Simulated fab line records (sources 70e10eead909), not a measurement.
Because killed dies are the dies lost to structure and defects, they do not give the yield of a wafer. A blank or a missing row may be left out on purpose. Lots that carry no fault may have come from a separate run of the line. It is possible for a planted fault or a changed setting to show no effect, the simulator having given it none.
fab line records	flow nand-harc
[record] lots = 14	wafers = 42	last-day = 24
route steps=1159 shown A_SLIT@803 A_WL_FILL@810
lots with no fault: from the same line, run without faults
start-h: start of the lot's first displayed wafer, in hours after the record's first day	wait-h: hours from the lot's prior step to this one	" same as the row above	L1.1+2: one row covering several wafers at once	- either no value or no given start	* or withheld: withheld	< > ~ a bound
route shown NAME@n: names a module that has steps shown in the file, with the first one's number in the route	usual: the fault-free wafers' mean and standard deviation	same: alike in all rows	chamber/n: place in a boat	sites: readings site by site	_std_site: how widely they spread, as a standard deviation	_edge_site: outer sites' mean less inner sites'	radius-mm: how far each site lies from the wafer's centre	mask NAME#n: copy n	behind: tool/chamber where the wafer was last shaped	hold: reason for holding the lot/hours on hold/outcome of the hold	device: the transistor (n, p or np) that didn't switch	end of line: the same wafers' tests at the end of the route	a step with no rows: only its recipe	killed: count of dies lost to structure and defects at first sort (not the wafer's yield)	map: a wafer's dies, marking killed ones x, the rest . and places with no die _
set.NAME: the setting as run; set.NAME@STEP: as run at that earlier step	model.NAME: the simulator's own value behind a step, which no gauge read
steps of the route over a sample of lots; a table a step, a row a wafer
services: when a tool's chamber went out of use (start-h, in hours from the record's first day, below 0 if earlier), for how many hours, and the reason
[[steps]]
[step NHARC_A_SLIT_CD_MEAS_21]
[usual] cd-nm = 289.5/0.87
lot.wafer	tool	chamber	start-h	wait-h	cd-nm
L587.1	cd-sem-01	-	344.38	-	289.2
L587.5	"	-	"	"	289.2
L587.6	"	-	"	"	289.3
L589.1	cd-sem-01	-	349.49	-	290.2
L589.2	"	-	"	"	291.1
L589.3	"	-	"	"	290.6
L590.1	cd-sem-02	-	357.16	-	289.8
L590.4	"	-	"	"	290.3
L590.5	"	-	"	"	289.9
L593.3	cd-sem-01	-	380.51	-	289.5
L593.4	"	-	"	"	289.5
L593.6	"	-	"	"	289.6
L594.1	cd-sem-03	-	412.02	-	290.5
L594.5	"	-	"	"	290.0
L594.6	"	-	"	"	290.3
L597.3	cd-sem-03	-	413.71	-	288.5
L597.4	"	-	"	"	288.1
L597.5	"	-	"	"	288.3
L595.2	cd-sem-03	-	415.33	-	289.5
L595.4	"	-	"	"	289.4
L595.6	"	-	"	"	289.1
L601.1	cd-sem-02	-	419.33	-	289.3
L601.5	"	-	"	"	289.3
L601.6	"	-	"	"	289.6
L602.2	cd-sem-03	-	420.46	-	290.6
L602.3	"	-	"	"	291.3
L602.4	"	-	"	"	290.3
L603.1	cd-sem-02	-	421.43	-	290.5
L603.2	"	-	"	"	290.4
L603.3	"	-	"	"	289.7
L604.1	cd-sem-02	-	434.75	-	290.9
L604.2	"	-	"	"	289.7
L604.6	"	-	"	"	289.6
L605.1	cd-sem-01	-	451.27	-	289.2
L605.2	"	-	"	"	289.1
L605.3	"	-	"	"	289.3
L606.2	cd-sem-03	-	451.67	-	290.3
L606.5	"	-	"	"	290.2
L606.6	"	-	"	"	289.6
L607.3	cd-sem-01	-	452.95	-	290.0
L607.4	"	-	"	"	289.8
L607.6	"	-	"	"	289.7
[step NHARC_A_WL_FILL_RTA_01]
[recipe] temp-c = 1000	time-s = 5
[usual] anneal-temp-c-max = 1003.5/0.78	lamp-power-pct = 26.5/2.8	wafer_temp_C_max = 1004.3/0.95
lot.wafer	tool	chamber	start-h	wait-h	anneal-temp-c-max	lamp-power-pct	wafer_temp_C_max
L587.1	rtp-anneal-02	0	352.06	-	1004.4	30.4	1004.4
L587.5	"	0	"	"	1003.6	30.5	1003.5
L587.6	"	0	"	"	1004.7	30.5	1004.1
L589.1	rtp-anneal-02	0	357.84	-	1004.2	30.5	1003.5
L589.2	"	0	"	"	1004.5	30.4	1003.0
L589.3	"	0	"	"	1004.7	30.4	1004.6
L590.1	rtp-anneal-01	0	366.80	-	1003.9	24.5	1005.1
L590.4	"	0	"	"	1002.4	24.5	1003.6
L590.5	"	0	"	"	1003.4	24.6	1004.5
L593.3	rtp-anneal-01	0	386.89	-	1003.9	24.5	1005.1
L593.4	"	0	"	"	1002.0	24.5	1004.3
L593.6	"	0	"	"	1003.7	24.5	1004.7
L597.3	rtp-anneal-01	0	420.04	-	1002.5	24.5	1004.0
L597.4	"	0	"	"	1002.9	24.5	1003.6
L597.5	"	0	"	"	1003.4	24.5	1004.2
L594.1	rtp-anneal-01	0	420.16	0.2	1003.0	24.5	1003.5
L594.5	"	0	"	"	1003.8	24.5	1003.0
L594.6	"	0	"	"	1002.6	24.5	1004.4
L595.2	rtp-anneal-02	0	425.13	-	1004.7	30.4	1005.2
L595.4	"	0	"	"	1004.2	30.5	1002.9
L595.6	"	0	"	"	1004.6	30.5	1003.3
L601.1	rtp-anneal-01	0	425.19	-	1003.1	24.5	1004.0
L601.5	"	0	"	"	1003.0	24.5	1003.9
L601.6	"	0	"	"	1002.4	24.5	1003.8
L602.2	rtp-anneal-01	0	429.49	-	1001.7	24.5	1003.7
L602.3	"	0	"	"	1003.3	24.5	1004.4
L602.4	"	0	"	"	1002.4	24.5	1003.9
L603.1	rtp-anneal-01	0	429.64	-	1002.1	24.5	1004.5
L603.2	"	0	"	"	1004.3	24.5	1004.1
L603.3	"	0	"	"	1003.8	24.5	1004.9
L604.1	rtp-anneal-02	0	445.81	-	1003.4	30.5	1002.9
L604.2	"	0	"	"	1003.2	30.4	1004.5
L604.6	"	0	"	"	1003.7	30.4	1005.7
L606.2	rtp-anneal-01	0	459.39	-	1003.3	24.5	1003.7
L606.5	"	0	"	"	1002.7	24.5	1004.2
L606.6	"	0	"	"	1002.6	24.5	1005.9
L605.1	rtp-anneal-02	0	459.45	-	1004.1	30.4	1004.1
L605.2	"	0	"	"	1003.9	30.5	1003.2
L605.3	"	0	"	"	1004.2	30.5	1003.1
L607.3	rtp-anneal-01	0	459.58	-	1003.5	24.5	1004.1
L607.4	"	0	"	"	1003.5	24.5	1005.4
L607.6	"	0	"	"	1003.4	24.5	1004.5
[step NHARC_A_WL_FILL_ETCHBACK_17]
[recipe] target-depth-a = 40	time-s = 26.7	chemistry = Cl2/BCl3
[usual] chamber-pressure-mTorr = 10.000/0.012	drypump-motor-current-A = 5.6/0.5	oes-product-au = 1.000/0.0075
lot.wafer	tool	chamber	start-h	wait-h	chamber-pressure-mTorr	drypump-motor-current-A	oes-product-au	rf-hours-counter-h
L587.1	rie-metal-03	1	369.79	-	10.011	6.7	0.995	2.5
L587.5	"	1	"	"	10.008	6.6	1.000	-
L587.6	"	0	"	"	9.992	5.3	0.999	-
L589.1	rie-metal-01	1	373.72	-	9.993	5.7	0.993	1.4
L589.2	"	0	"	"	10.018	5.1	0.998	1.4
L589.3	"	0	"	"	10.004	5.1	0.996	-
L590.1	rie-metal-02	0	386.71	-	10.005	6.0	1.002	4.7
L590.4	"	0	"	"	9.999	6.0	0.994	-
L590.5	"	1	"	"	10.002	5.2	0.997	-
L593.3	rie-metal-01	1	407.45	-	10.012	5.7	1.004	-
L593.4	"	0	"	"	9.991	5.1	0.997	-
L593.6	"	1	"	"	10.015	5.7	0.995	-
L594.1	rie-metal-01	0	440.91	-	10.005	5.1	1.000	2.9
L594.6	"	1	"	"	9.998	5.7	0.999	-
L594.5	"	0	"	"	10.004	5.1	1.000	-
L597.4	rie-metal-03	0	440.92	-	10.003	5.3	1.007	-
L597.3	"	1	"	"	9.993	6.7	1.001	-
L597.5	"	0	"	"	9.995	5.3	1.011	-
L601.1	rie-metal-03	1	447.16	-	-	-	-	-
L601.6	"	0	"	"	-	-	-	-
L601.5	"	1	"	"	-	-	-	-
L595.2	rie-metal-01	1	447.22	-	-	-	-	-
L595.4	"	0	"	"	-	-	-	-
L595.6	"	1	"	"	-	-	-	-
L603.2	rie-metal-01	1	450.51	-	10.001	5.7	0.996	3.3
L603.1	"	0	"	"	10.009	5.1	0.995	3.3
L603.3	"	0	"	"	10.002	5.1	1.000	-
L602.2	rie-metal-02	1	450.52	-	9.993	5.2	1.006	1.6
L602.4	"	1	"	"	9.993	5.1	0.997	-
L602.3	"	0	"	"	9.983	5.9	0.992	-
L604.1	rie-metal-01	0	460.18	-	10.004	5.1	0.988	3.6
L604.2	"	1	"	"	9.980	5.7	1.001	3.6
L604.6	"	1	"	"	9.991	5.7	0.989	-
L605.1	rie-metal-02	1	487.08	-	9.994	5.2	0.999	2.5
L605.2	"	0	"	"	10.012	5.9	0.980	2.5
L605.3	"	1	"	"	9.999	5.2	0.997	-
L606.2	rie-metal-01	1	487.17	-	10.010	5.7	0.987	4.3
L606.5	"	0	"	"	10.010	5.1	0.996	-
L606.6	"	1	"	"	9.998	5.7	0.990	-
L607.4	rie-metal-03	0	487.22	-	10.000	5.3	1.002	-
L607.3	"	1	"	"	9.997	6.6	1.012	-
L607.6	"	1	"	"	9.983	6.6	1.009	-
[step NHARC_A_WL_FILL_CMP_12]
[recipe] t-overpolish-s = 30	target-thk-nm = 75
[usual] motor-current-A = 12.2/0.94	overpolish-run-s = 29.999/0.01	time-to-endpoint-s = 15.5/2
lot.wafer	tool	chamber	start-h	wait-h	motor-current-A	overpolish-run-s	time-to-endpoint-s
L587.1	cmp-02	0	380.80	4.4	12.3	29.990	13.3
L587.5	"	1	"	"	11.4	29.987	17.1
L587.6	"	2	"	"	13.5	29.994	15.9
L589.2	cmp-02	1	385.05	3.6	10.8	30.003	16.2
L589.3	"	2	"	"	13.2	30.006	15.7
L589.1	"	3	"	"	11.3	30.009	15.7
L590.1	cmp-03	1	411.53	3.6	12.9	30.000	13.6
L590.4	"	2	"	"	12.9	29.987	14.2
L590.5	"	1	"	"	13.6	30.007	13.1
L593.4	cmp-03	1	425.15	2.9	13.4	30.004	14.9
L593.3	"	2	"	"	12.1	30.006	17.0
L593.6	"	0	"	"	13.2	29.998	16.2
L594.1	cmp-02	3	452.49	3.6	11.5	29.988	13.7
L594.6	"	3	"	"	11.7	30.003	15.3
L594.5	"	0	"	"	11.4	29.997	15.0
L597.4	cmp-02	3	454.31	2.2	11.2	29.983	18.2
L597.3	"	0	"	"	11.2	30.002	15.7
L597.5	"	0	"	"	11.6	29.990	18.6
L601.1	cmp-04	3	462.97	4.3	11.9	29.979	11.9
L601.6	"	2	"	"	12.1	30.023	12.9
L601.5	"	3	"	"	12.8	30.012	15.5
L595.2	cmp-02	0	463.36	3.7	11.9	29.998	15.7
L595.4	"	1	"	"	11.4	29.995	15.4
L595.6	"	1	"	"	11.2	30.006	16.7
L603.2	cmp-03	0	471.55	4.3	14.1	30.003	13.7
L603.3	"	2	"	"	12.3	29.998	15.5
L603.1	"	3	"	"	13.6	30.002	14.8
L602.2	cmp-04	1	471.94	4.3	12.5	29.987	14.0
L602.3	"	2	"	"	12.1	29.999	14.8
L602.4	"	3	"	"	12.3	29.992	15.0
L604.2	cmp-02	0	480.29	4.3	11.7	29.991	14.3
L604.1	"	3	"	"	11.3	29.989	13.0
L604.6	"	0	"	"	12.0	29.994	13.3
L605.2	cmp-02	1	497.75	-	11.7	30.003	19.5
L605.3	"	2	"	"	13.8	30.003	18.0
L605.1	"	3	"	"	11.7	30.001	16.6
L607.4	cmp-02	3	498.54	2.2	11.9	30.007	18.8
L607.3	"	1	"	"	11.0	29.995	16.7
L607.6	"	2	"	"	13.1	30.004	17.6
L606.2	cmp-02	2	501.97	3.6	12.8	29.999	18.5
L606.5	"	0	"	"	12.3	29.983	17.4
L606.6	"	1	"	"	10.6	30.009	18.2
[[services]]
tool	chamber	start-h	hours	kind
cmp-03	-	328.78	2.9	repair
cmp-02	-	329.19	-	consumable-replace:conditioner
cmp-02	-	329.19	-	consumable-replace:pad
rie-metal-01	-	332.00	9.0	pm
cmp-03	-	348.17	1.6	repair
cmp-02	-	350.70	0.9	repair
cmp-03	-	352.05	4.0	pm
cmp-04	-	378.23	4.0	repair
rie-metal-02	-	388.00	9.0	pm
rie-metal-03	0	397.35	9.0	repair
cmp-04	-	399.00	4.0	pm
rie-metal-01	-	422.75	0.9	repair
cmp-02	-	423.19	4.0	pm
cmp-02	-	427.19	-	consumable-replace:conditioner
cmp-02	-	427.19	-	consumable-replace:pad
cmp-02	-	442.97	0.5	repair
cmp-03	-	450.05	4.0	pm
rie-metal-03	-	453.00	9.0	pm
cmp-03	-	482.21	0.7	repair
rie-metal-03	1	489.64	4.4	repair
cmp-03	-	489.96	3.5	repair
cmp-04	-	492.06	6.5	repair
cmp-03	-	494.86	3.8	repair
cmp-04	-	498.59	4.0	pm
[[key]]
[first-sign] step = NHARC_A_WL_FILL_ETCHBACK_17	reading = tool-record	direction = missing
effect none on later readings
met-at NHARC_A_WL_FILL_ETCHBACK_17
struck-lots L595,L601
later-rows-left-out L595.2,L595.4,L595.6,L601.1,L601.5,L601.6
sort-left-out L595.2,L595.4,L595.6,L601.1,L601.5,L601.6
tester-left-out L595,L601
not-acting-at NHARC_A_SLIT_CD_MEAS_21,NHARC_A_WL_FILL_RTA_01,NHARC_A_WL_FILL_CMP_12
onset-between 440.92 447.16
[fault] kind = skipped-step-whole	tool = rie-metal-01,rie-metal-03	chamber = -	onset-h = 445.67	steps = NHARC_A_WL_FILL_ETCHBACK_17	scope = struck-lots-only
// tester-left-out: of these lots the tester's yield and bins aren't shown, on N5 and GAA mostly nor the transistor test; their killed dies are dies lost to structure and defects alone, not to doping, threshold or leakage, so they don't give the yield
// sort-left-out: the simulated sort isn't trusted on such a fault, so these wafers' sort isn't shown, and their yield isn't known
// later-rows-left-out: the simulator's readings of these wafers behind a module that went badly wrong aren't trusted and aren't shown, but for the sort
